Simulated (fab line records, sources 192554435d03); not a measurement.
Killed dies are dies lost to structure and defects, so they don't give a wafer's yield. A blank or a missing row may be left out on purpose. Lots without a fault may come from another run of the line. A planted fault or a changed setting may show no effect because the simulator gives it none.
Chamber matching | flow n5_finfet | N5_BEOL_M13_CMP_49 on cmp-02: 4 sister chambers
The step polishes, stops on SiOC, t overpolish 17.1 s, target thk 420 nm. 8 wafers are shown with their chamber, then 8 later ones without.

WAFERS WITH THEIR CHAMBER
wafer  | chamber | motor_current_A (A) | overpolish_run_s (s)
L079.3 | 1       | 5.1                 | 17.116
L079.6 | 2       | 5.7                 | 17.090
L082.6 | 0       | 6.7                 | 17.099
L086.2 | 1       | 5.2                 | 17.116
L089.1 | 3       | 5.9                 | 17.093
L089.5 | 3       | 5.6                 | 17.117
L089.6 | 0       | 6.9                 | 17.109
L090.1 | 2       | 5.4                 | 17.104

WAFERS WITHOUT THEIR CHAMBER
wafer  | motor_current_A (A) | overpolish_run_s (s)
L090.3 | 6.5                 | 17.096
L090.4 | 4.9                 | 17.103
L095.3 | 6.5                 | 17.105
L095.4 | 5.3                 | 17.089
L095.6 | 5.0                 | 17.110
L096.1 | 5.9                 | 17.081
L096.4 | 6.5                 | 17.111
L096.5 | 6.7                 | 17.107

WHICH CHAMBER EACH WENT THROUGH
wafer  | from the rows above          | in truth
L090.3 | 0                            | 0
L090.4 | can't be placed: 1 or 2      | 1
L095.3 | 0                            | 0
L095.4 | can't be placed: 2 or 1 or 3 | 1
L095.6 | 1                            | 1
L096.1 | can't be placed: 3 or 2      | 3
L096.4 | 0                            | 0
L096.5 | 0                            | 0
Placed correctly: 5 of 8. Can't be placed from these rows: 3 (the true chamber is among the candidates in 3). Placed wrongly: 0.
How it was worked out, from the rows above alone: a wafer's distance from a chamber is the root of the sum, over the readings, of the square of ((its reading less the chamber's mean) divided by the reading's scatter). The wafer belongs to the nearest chamber; if the next one is less than 2 further off, it can't be placed. A chamber's mean is the mean of its shown wafers. The scatter: the root of (the sum of the squares of (reading less its chamber's mean) over the shown wafers, divided by (wafers less chambers)).
